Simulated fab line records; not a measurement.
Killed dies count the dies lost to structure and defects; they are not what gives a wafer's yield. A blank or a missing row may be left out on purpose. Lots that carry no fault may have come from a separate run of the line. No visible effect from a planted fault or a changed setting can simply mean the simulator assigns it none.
The tool behind it: which one? -- flow nandHarc -- 11 lots with 33 wafers sampled at 6 steps, on a route of 1302 steps

## WHAT EACH GAUGE READ, for each wafer
NHARC_A_SIN_REMOVE_INSPECT_04. Usual: rawDefectCount 371, standard deviation 90.
lot,measured,on,rawDefectCount,flag
L605,day 21 07:31,defectInspect-01,336 367 320,
L608,day 21 15:25,defectInspect-01,307 260 298,
L606,day 21 21:09,defectInspect-01,301 358 357,
L610,day 22 00:31,defectInspect-01,490 318 392,
L611,day 22 18:21,defectInspect-01,705 361 363,
L612,day 24 01:50,defectInspect-02,386 316 333,
L614,day 24 17:18,defectInspect-01,381 442 423,
L616,day 25 04:18,defectInspect-01,320 281 308,
L617,day 26 02:37,defectInspect-02,396 281 250,
L626,day 29 09:26,defectInspect-02,1836 304 486,OFF
L628,day 30 00:58,defectInspect-02,431 330 375,

NHARC_END_SORT_01. Usual: killedAtArray 49, standard deviation 18; killedAtOther 0.8, standard deviation 1; killedAtPeriphery 4.2, standard deviation 2.8; killedDies 54, standard deviation 18; killedOpen 3.0, standard deviation 1.7; killedShort 2.5, standard deviation 1.6.
lot,measured,on,killedAtArray,killedAtOther,killedAtPeriphery,killedDies,killedOpen,killedShort,flag
L626,day 33 07:29,prober-02,158 66 33,0 0 0,3 3 5,161 69 38,4 3 4,2 4 2,

## WHAT TOOL EACH LOT RAN ON (gives the tool, then ch and the chambers of the sampled wafers, and finally the start)
lot,NHARC_A_SLIT_ETCH_29,NHARC_A_SIN_REMOVE_PRECLEAN_01,NHARC_A_WL_FILL_ALD_00,NHARC_A_WL_FILL_CVD_03
L605,"rieDiel-03 ch 0,1,3, day 21 00:18","wetBench-03 ch 0,3,6, day 21 07:20","aldHk-01 ch 0,2,3, day 21 07:35","cvdW-02 ch 0,1, day 21 08:30"
L608,"rieDiel-03 ch 0,1,2, day 21 08:19","wetBench-02 ch 0,6,7, day 21 15:13","aldHk-04 ch 1,2, day 21 15:40","cvdW-02 ch 0,1, day 21 16:34"
L606,"rieDiel-02 ch 1,3, day 21 13:59","wetBench-02 ch 0,2,7, day 21 20:59","aldHk-04 ch 1,2,3, day 21 21:15","cvdW-01 ch 1, day 21 22:08"
L610,"rieDiel-05 ch 1,2,3, day 21 16:14","wetBench-03 ch 0,3,7, day 22 00:20","aldHk-01 ch 1,2,3, day 22 00:40","cvdW-02 ch 0,1, day 22 01:33"
L611,"rieDiel-03 ch 0,2,3, day 22 11:09","wetBench-03 ch 2,4,6, day 22 18:10","aldHk-04 ch 1,2,3, day 22 18:25","cvdW-02 ch 0,1, day 22 19:20"
L612,"rieDiel-05 ch 1,3, day 23 18:40","wetBench-02 ch 1,2,7, day 24 01:40","aldHk-01 ch 0,3, day 24 01:55","cvdW-02 ch 0,1, day 24 02:53"
L614,"rieDiel-02 ch 0,1, day 24 10:51","wetBench-02 ch 1,3,4, day 24 17:08","aldHk-04 ch 2,3, day 24 17:22","cvdW-01 ch 0,1, day 24 18:21"
L616,"rieDiel-03 ch 0,1,3, day 24 21:17","wetBench-01 ch 0,5,7, day 25 04:08","aldHk-01 ch 0,1, day 25 05:02","cvdW-02 ch 0,1, day 25 06:27"
L617,"rieDiel-02 ch 0,2,3, day 25 19:28","wetBench-03 ch 0,4,6, day 26 02:26","aldHk-03 ch 1,2,3, day 26 02:43","cvdW-02 ch 0, day 26 03:41"
L626,"rieDiel-03 ch 0,2,3, day 29 02:13","wetBench-02 ch 3,4,7, day 29 09:15","aldHk-04 ch 0,1,2, day 29 09:34","cvdW-02 ch 0,1, day 29 10:47"
L628,"rieDiel-02 ch 0,2,3, day 29 17:50","wetBench-03 ch 1,6,7, day 30 00:47","aldHk-04 ch 0,1,3, day 30 01:08","cvdW-02 ch 1, day 30 02:07"
- NHARC_A_SLIT_ETCH_29: etches the open film in CF4/O2, target depth 100 nm, overetch 10 nm, time 55 s.
- NHARC_A_SIN_REMOVE_PRECLEAN_01: cleans in SC1.
- NHARC_A_WL_FILL_ALD_00: deposits Al2O3, target thk 3 nm, pulse time 3 s, ald cycles 30.
- NHARC_A_WL_FILL_CVD_03: deposits W, target thk 40 nm, time 279 s.

## AS READ BY THE TOOLS THEMSELVES (means over the sampled wafers that have a number; for cases with no such wafer, the mark the record gives instead)
NHARC_A_SLIT_ETCH_29. Usual: drypumpMotorCurrentA 5.9 A, standard deviation 0.56; mfcArSccm 0.015 sccm, standard deviation 0.018; oes_ar_750_au 1.000 a.u., standard deviation 0.005; oesProductAu 0.999 a.u., standard deviation 0.011; rfVppV 197.9 V, standard deviation 1.1; showerheadPlenumPTorr 1.34 Torr, standard deviation 0.033; throttleValvePct 13.397 %, standard deviation 0.0091.
lot,tool,drypumpMotorCurrentA (A),mfcArSccm (sccm),oes_ar_750_au (a.u.),oesProductAu (a.u.),rfVppV (V),showerheadPlenumPTorr (Torr),throttleValvePct (%),flag
L605,rieDiel-03,6.4,0.005,1.003,1.001,198.3,1.31,13.395,
L608,rieDiel-03,6.0,0.018,0.998,0.990,197.7,1.32,13.397,
L606,rieDiel-02,5.9,0.012,1.000,0.982,197.7,1.36,13.389,
L610,rieDiel-05,5.9,0.009,0.998,0.996,197.7,1.34,13.392,
L611,rieDiel-03,6.1,0.018,1.003,1.004,198.2,1.33,13.388,
L612,rieDiel-05,5.5,0.009,1.000,1.002,197.9,1.33,13.394,
L614,rieDiel-02,5.6,0.023,0.998,0.995,198.2,1.36,13.402,
L616,rieDiel-03,6.4,0.005,1.003,0.994,196.8,1.31,13.397,
L617,rieDiel-02,5.9,0.015,1.001,0.991,197.5,1.35,13.394,
L626,rieDiel-03,6.1,0.018,0.998,1.004,197.2,1.33,13.401,
L628,rieDiel-02,5.9,0.015,0.992,0.999,197.6,1.34,13.400,

NHARC_A_SIN_REMOVE_PRECLEAN_01. Usual: bathHeatDutyPct 7.3 %, standard deviation 0.83.
lot,tool,bathHeatDutyPct (%),flag
L605,wetBench-03,6.6,
L608,wetBench-02,6.7,
L606,wetBench-02,6.9,
L610,wetBench-03,6.5,
L611,wetBench-03,7.5,
L612,wetBench-02,7.5,
L614,wetBench-02,7.9,
L616,wetBench-01,6.7,
L617,wetBench-03,7.4,
L626,wetBench-02,7.8,
L628,wetBench-03,6.8,

NHARC_A_WL_FILL_ALD_00. Usual: heaterPowerW 490 W, standard deviation 62; precursorPulseHeightRel 0.999, standard deviation 0.02.
lot,tool,heaterPowerW (W),precursorPulseHeightRel,flag
L605,aldHk-01,463,0.992,
L608,aldHk-04,536,1.008,
L606,aldHk-04,537,1.016,
L610,aldHk-01,444,0.997,
L611,aldHk-04,530,0.985,
L612,aldHk-01,456,0.998,
L614,aldHk-04,574,1.016,
L616,aldHk-01,425,0.979,
L617,aldHk-03,513,1.005,
L626,aldHk-04,512,0.990,
L628,aldHk-04,500,0.985,

NHARC_A_WL_FILL_CVD_03. Usual: heaterPowerW 493 W, standard deviation 63; mfcArSccm 1560 sccm, standard deviation 4.2; mfcH2Sccm 1600 sccm, standard deviation 4.6; throttleValvePct 8.1 %, standard deviation 0.43.
lot,tool,heaterPowerW (W),mfcArSccm (sccm),mfcH2Sccm (sccm),throttleValvePct (%),flag
L605,cvdW-02,526,1560,1601,8.2,
L608,cvdW-02,538,1559,1606,8.0,
L606,cvdW-01,505,1562,1605,8.6,
L610,cvdW-02,544,1564,1600,8.0,
L611,cvdW-02,535,1558,1601,8.1,
L612,cvdW-02,542,1561,1596,8.1,
L614,cvdW-01,411,1565,1600,7.8,
L616,cvdW-02,526,1563,1600,8.4,
L617,cvdW-02,508,1552,1601,8.6,
L626,cvdW-02,511,1557,1600,8.2,
L628,cvdW-02,519,1559,1603,8.0,

## THE ANSWER, worked out from the rows above alone
Rule: a lot is off if the mean of its wafers that have a number lies more than 3 standard deviations from the usual mean. A lot without any number at a reading at which 4 lots or more have one is off too. Any other lot the step has rows for is counted as sound. The gauges are gone through in route order, then the tools' own readings, and for those a lot's mean is taken as printed above. At the first step where some lot is off, the reading lying furthest off is the one used; lots without a number count as furthest.
Off, at NHARC_A_SIN_REMOVE_INSPECT_04 on rawDefectCount: L626.
If a tool, at a process step before that reading, ran all the lots that are off and no sound lot after the first of them, it fits. The gauges at NHARC_A_SIN_REMOVE_INSPECT_04 are tried like those tools. This does not decide it: 2 tools fit, namely rieDiel-03 at NHARC_A_SLIT_ETCH_29 and wetBench-02 at NHARC_A_SIN_REMOVE_PRECLEAN_01.

## WHAT WAS PUT IN BY THE SIMULATOR
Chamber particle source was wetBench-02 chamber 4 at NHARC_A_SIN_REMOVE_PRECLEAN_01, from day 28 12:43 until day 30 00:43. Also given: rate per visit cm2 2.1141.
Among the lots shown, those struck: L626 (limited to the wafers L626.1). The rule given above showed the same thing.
